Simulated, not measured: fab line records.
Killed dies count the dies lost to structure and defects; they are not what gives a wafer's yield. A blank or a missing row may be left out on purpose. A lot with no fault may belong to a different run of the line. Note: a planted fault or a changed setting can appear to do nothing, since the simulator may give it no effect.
Matching of chambers || flow nand-harc || NHARC_A_DECK1_JOINT_DEP_16 on pecvd-01 has 3 sister chambers
The step deposits SiO2, target thk 45 nm. 3 wafers are shown with their chamber, then 7 later ones without.

WAFERS, EACH WITH ITS CHAMBER
{"wafer": "L693.4", "chamber": 2, "throttle-valve-pct (%)": 14.5}
{"wafer": "L698.1", "chamber": 1, "throttle-valve-pct (%)": 17.1}
{"wafer": "L698.3", "chamber": 0, "throttle-valve-pct (%)": 16.4}

WAFERS WITHOUT THEIR CHAMBER
{"wafer": "L698.4", "throttle-valve-pct (%)": 17.0}
{"wafer": "L700.2", "throttle-valve-pct (%)": 14.5}
{"wafer": "L700.3", "throttle-valve-pct (%)": 17.1}
{"wafer": "L700.4", "throttle-valve-pct (%)": 17.1}
{"wafer": "L704.1", "throttle-valve-pct (%)": 14.5}
{"wafer": "L704.4", "throttle-valve-pct (%)": 14.7}
{"wafer": "L704.6", "throttle-valve-pct (%)": 16.4}

WHICH CHAMBER EACH WENT THROUGH
{"wafer": "L698.4", "from the rows above": 1, "in truth": 1}
{"wafer": "L700.2", "from the rows above": 2, "in truth": 2}
{"wafer": "L700.3", "from the rows above": 1, "in truth": 1}
{"wafer": "L700.4", "from the rows above": 1, "in truth": 1}
{"wafer": "L704.1", "from the rows above": 2, "in truth": 2}
{"wafer": "L704.4", "from the rows above": 2, "in truth": 2}
{"wafer": "L704.6", "from the rows above": 0, "in truth": 0}
Placed correctly: 7 of 7. Number that these rows cannot place: 0. Number placed wrongly: 0.
How it was worked out, from the rows above alone: a wafer's distance from a chamber is the root of the sum, over the readings, of the square of ((its reading less the chamber's mean) divided by the reading's scatter). The wafer belongs to the nearest chamber; if the next one is less than 2 further off, it can't be placed. For every chamber, the mean is computed from those of its wafers that are shown. The scatter: with one shown wafer a chamber, the root of the mean of the squares of how far each hidden wafer lies from its nearest shown one.
